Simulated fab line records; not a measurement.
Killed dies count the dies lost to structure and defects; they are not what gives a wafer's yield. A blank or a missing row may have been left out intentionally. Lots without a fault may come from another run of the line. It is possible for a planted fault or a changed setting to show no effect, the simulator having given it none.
Split-lot experiment + flow n5 finfet + on a route of 1938 steps: 7 lots, 39 wafers read

== THE SPLIT ==
At N5_FIN_CUT_EXPOSE_05 (exposes mask FIN CUT), the setting dose mj was moved away from the recipe's 45.75 on 9 of the 39 wafers read, by -6.4% to -2.2%. For the rest of the wafers, this setting stayed at what the recipe calls for.

== FROM THE SPLIT TO THE READING: what the file shows between them, 3 steps ==
- N5_FIN_CUT_PEB_06: peb time 60 s
- N5_FIN_CUT_DEVELOP_07: develop time 30 s
- N5_FIN_CUT_DESCUM_13: chemistry O2, time 7 s

== THE READING ==
FIN_CUT.cd offset nm (the simulator's own value, which no gauge read), in nm, at N5_FIN_CUT_ETCH_30 (etches underlayer in N2/H2, target depth 13 nm, time 10.4 s). The file does not state a usual value for it. Here, 30 wafers ran the recipe; their average is -0.1 nm with a standard deviation of 0.18 nm.

| wafer  | tool, chamber at the split | dose mj as run | against the recipe | FIN_CUT.cd offset nm, nm | against lot-mates on the recipe |
|--------|----------------------------|----------------|--------------------|--------------------------|---------------------------------|
| L078.1 | euv scanner-01, 0          | 45.75          | recipe             | 0                        | -                               |
| L078.3 | euv scanner-01, 0          | 45.75          | recipe             | 0                        | -                               |
| L078.6 | euv scanner-01, 0          | 45.75          | recipe             | 0                        | -                               |
| L078.2 | euv scanner-01, 0          | 42.8           | -6.4%              | -1.2                     | -1.2                            |
| L078.5 | euv scanner-01, 0          | 42.8           | -6.4%              | -1.2                     | -1.2                            |
| L078.4 | euv scanner-01, 0          | 42.8           | -6.4%              | -1                       | -1.0                            |
| L081.1 | euv scanner-02, 0          | 45.75          | recipe             | 0                        | -                               |
| L081.2 | euv scanner-02, 0          | 44.74          | -2.2%              | -0.2                     | -0.2                            |
| L081.3 | euv scanner-02, 0          | 44.74          | -2.2%              | 0                        | +0.0                            |
| L081.4 | euv scanner-02, 0          | 45.75          | recipe             | -0.2                     | -                               |
| L081.5 | euv scanner-02, 0          | 45.75          | recipe             | 0.2                      | -                               |
| L081.6 | euv scanner-02, 0          | 44.74          | -2.2%              | -0.4                     | -0.4                            |
| L085.1 | euv scanner-01, 0          | 45.75          | recipe             | 0                        | -                               |
| L085.4 | euv scanner-01, 0          | 45.75          | recipe             | 0                        | -                               |
| L085.6 | euv scanner-01, 0          | 45.75          | recipe             | 0                        | -                               |
| L085.2 | euv scanner-01, 0          | 45.75          | recipe             | -0.4                     | -                               |
| L085.3 | euv scanner-01, 0          | 45.75          | recipe             | -0.2                     | -                               |
| L085.5 | euv scanner-01, 0          | 45.75          | recipe             | -0.2                     | -                               |
| L087.1 | euv scanner-02, 0          | 45.75          | recipe             | 0                        | -                               |
| L087.3 | euv scanner-02, 0          | 45.75          | recipe             | 0                        | -                               |
| L087.5 | euv scanner-02, 0          | 45.75          | recipe             | 0                        | -                               |
| L087.6 | euv scanner-02, 0          | 45.75          | recipe             | 0                        | -                               |
| L087.2 | euv scanner-02, 0          | 45.75          | recipe             | 0.2                      | -                               |
| L087.4 | euv scanner-02, 0          | 45.75          | recipe             | 0.2                      | -                               |
| L093.1 | euv scanner-01, 0          | 45.75          | recipe             | -0.4                     | -                               |
| L093.3 | euv scanner-01, 0          | 45.75          | recipe             | -0.4                     | -                               |
| L093.4 | euv scanner-01, 0          | 45.75          | recipe             | -0.4                     | -                               |
| L093.5 | euv scanner-01, 0          | 45.75          | recipe             | -0.4                     | -                               |
| L093.6 | euv scanner-01, 0          | 45.75          | recipe             | -0.4                     | -                               |
| L093.2 | euv scanner-01, 0          | 45.75          | recipe             | 0                        | -                               |
| L096.1 | euv scanner-01, 0          | 45.75          | recipe             | -0.2                     | -                               |
| L096.4 | euv scanner-01, 0          | 45.75          | recipe             | -0.2                     | -                               |
| L096.2 | euv scanner-01, 0          | 45.75          | recipe             | 0                        | -                               |
| L097.1 | euv scanner-01, 0          | 45.75          | recipe             | 0                        | -                               |
| L097.5 | euv scanner-01, 0          | 45.75          | recipe             | 0                        | -                               |
| L097.2 | euv scanner-01, 0          | 45.75          | recipe             | -0.2                     | -                               |
| L097.3 | euv scanner-01, 0          | 42.84          | -6.4%              | -1.2                     | -1.1                            |
| L097.4 | euv scanner-01, 0          | 42.84          | -6.4%              | -1                       | -0.9                            |
| L097.6 | euv scanner-01, 0          | 42.84          | -6.4%              | -1.4                     | -1.3                            |

THE FIT
A straight line over all 39 wafers: FIN_CUT.cd offset nm changes by +0.162 nm for each +1% of dose mj; r = +0.89; the points scatter about the line by 0.2 nm.
The same after taking each lot's own level away (the mean of its wafers on the recipe; 39 wafers): +0.174 nm for each +1%; r = +0.95; scatter 0.14 nm.
The reading moves by 1.1 nm for the largest change in dose mj, on that fit.
From -0.33 to 0.07 nm: that is the span of the lots' own levels, equal to 2.2 times the standard deviation above.
The two slopes are in agreement: the lot-to-lot level therefore moves the slope only a little.
Check: with one of the wafers moved furthest among these (-6.4%) left out of the fit, the line predicts -1.09 nm for it against its lot-mates. Against them it came out at -1.2 nm.

== FILE'S OWN FIT ==
FIN_CUT.cd offset nm changes by +0.172 nm for each +1% of dose mj, r = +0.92.
